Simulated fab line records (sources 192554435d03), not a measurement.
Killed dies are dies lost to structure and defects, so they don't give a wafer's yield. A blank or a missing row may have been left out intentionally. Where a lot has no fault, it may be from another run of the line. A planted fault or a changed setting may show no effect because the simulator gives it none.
Chamber matching || flow n5-finfet || N5_BEOL_M2_ETCH_69 on rie-diel-02 has 4 sister chambers
The step etches SiARC in CF4, target depth 15.6 nm, time 26 s. 4 wafers are shown with their chamber, then 12 later ones without.

== WAFERS, EACH WITH ITS CHAMBER ==
{"wafer": "L090.6", "chamber": 1, "drypump-motor-current-A (A)": 5.2}
{"wafer": "L093.2", "chamber": 0, "drypump-motor-current-A (A)": 6.1}
{"wafer": "L093.3", "chamber": 2, "drypump-motor-current-A (A)": 5.3}
{"wafer": "L093.4", "chamber": 3, "drypump-motor-current-A (A)": 5.1}

== WAFERS WHOSE CHAMBER IS MISSING ==
{"wafer": "L095.2", "drypump-motor-current-A (A)": 6.2}
{"wafer": "L095.5", "drypump-motor-current-A (A)": 5.3}
{"wafer": "L095.6", "drypump-motor-current-A (A)": 5.2}
{"wafer": "L094.3", "drypump-motor-current-A (A)": 5.3}
{"wafer": "L094.5", "drypump-motor-current-A (A)": 6.1}
{"wafer": "L094.6", "drypump-motor-current-A (A)": 5.2}
{"wafer": "L096.1", "drypump-motor-current-A (A)": 5.2}
{"wafer": "L096.2", "drypump-motor-current-A (A)": 5.1}
{"wafer": "L096.5", "drypump-motor-current-A (A)": 5.2}
{"wafer": "L097.3", "drypump-motor-current-A (A)": 5.1}
{"wafer": "L097.4", "drypump-motor-current-A (A)": 6.1}
{"wafer": "L097.5", "drypump-motor-current-A (A)": 6.2}

== WHICH CHAMBER EACH WENT THROUGH ==
{"wafer": "L095.2", "from the rows above": 0, "in truth": 0}
{"wafer": "L095.5", "from the rows above": 2, "in truth": 2}
{"wafer": "L095.6", "from the rows above": 1, "in truth": 1}
{"wafer": "L094.3", "from the rows above": 2, "in truth": 2}
{"wafer": "L094.5", "from the rows above": 0, "in truth": 0}
{"wafer": "L094.6", "from the rows above": 1, "in truth": 1}
{"wafer": "L096.1", "from the rows above": 1, "in truth": 1}
{"wafer": "L096.2", "from the rows above": 3, "in truth": 3}
{"wafer": "L096.5", "from the rows above": 1, "in truth": 1}
{"wafer": "L097.3", "from the rows above": 3, "in truth": 3}
{"wafer": "L097.4", "from the rows above": 0, "in truth": 0}
{"wafer": "L097.5", "from the rows above": 0, "in truth": 0}
Placed correctly: 12 of 12. Not placeable from these rows: 0. Placed wrongly: 0.
How it was worked out, from the rows above alone: a wafer's distance from a chamber is the root of the sum, over the readings, of the square of ((its reading less the chamber's mean) divided by the reading's scatter). If the next closest chamber is less than 2 further off than the closest, the wafer can't be placed; otherwise it belongs to the closest. The mean given for a chamber averages the wafers shown for that chamber. The scatter: root of mean squared gap, hidden wafer to nearest shown wafer, with one shown wafer a chamber.
